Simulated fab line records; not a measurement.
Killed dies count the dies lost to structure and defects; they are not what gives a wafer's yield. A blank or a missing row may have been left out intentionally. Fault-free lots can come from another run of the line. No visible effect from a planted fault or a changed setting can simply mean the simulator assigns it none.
Chamber matching | flow n5Finfet | N5_BEOL_M0_SAQP_PECVD_04 on pecvd-02: 3 sister chambers
The step deposits a-Si from SiH4/He, target thk 60 nm, time 60.2 s. 6 wafers are shown with their chamber, then 9 later ones without.

## WAFERS WITH THEIR CHAMBER
wafer  | chamber | throttleValvePct (%) | heaterPowerW (W)
L078.6 | 2       | 18.3                 | 618
L086.2 | 0       | 18.8                 | 511
L086.4 | 0       | 18.6                 | 506
L087.2 | 1       | 17.7                 | 646
L087.3 | 2       | 18.3                 | 652
L087.4 | 1       | 17.6                 | 626

## WAFERS WITH NO CHAMBER GIVEN
wafer  | throttleValvePct (%) | heaterPowerW (W)
L089.2 | 18.3                 | 618
L089.4 | 18.1                 | 620
L089.5 | 18.0                 | 626
L091.2 | 19.0                 | 472
L091.4 | 18.0                 | 570
L091.5 | 17.8                 | 569
L096.2 | 18.7                 | 510
L096.3 | 17.5                 | 608
L096.5 | 17.0                 | 686

## CHAMBER TAKEN BY EACH
wafer  | from the rows above     | in truth
L089.2 | 2                       | 2
L089.4 | 2                       | 2
L089.5 | can't be placed: 2 or 1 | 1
L091.2 | 0                       | 0
L091.4 | can't be placed: 2 or 1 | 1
L091.5 | 1                       | 1
L096.2 | 0                       | 0
L096.3 | 1                       | 1
L096.5 | 1                       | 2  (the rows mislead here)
6 of 9 placed correctly. Can't be placed from these rows: 2 (the true chamber is among the candidates in 2). 1 placed wrongly.
How it was worked out, from the rows above alone: a wafer's distance from a chamber is the root of the sum, over the readings, of the square of ((its reading less the chamber's mean) divided by the reading's scatter). If the next closest chamber is less than 2 further off than the closest, the wafer can't be placed; otherwise it belongs to the closest. For every chamber, the mean is computed from those of its wafers that are shown. The scatter: the root of (the sum of the squares of (reading less its chamber's mean) over the shown wafers, divided by (wafers less chambers)).
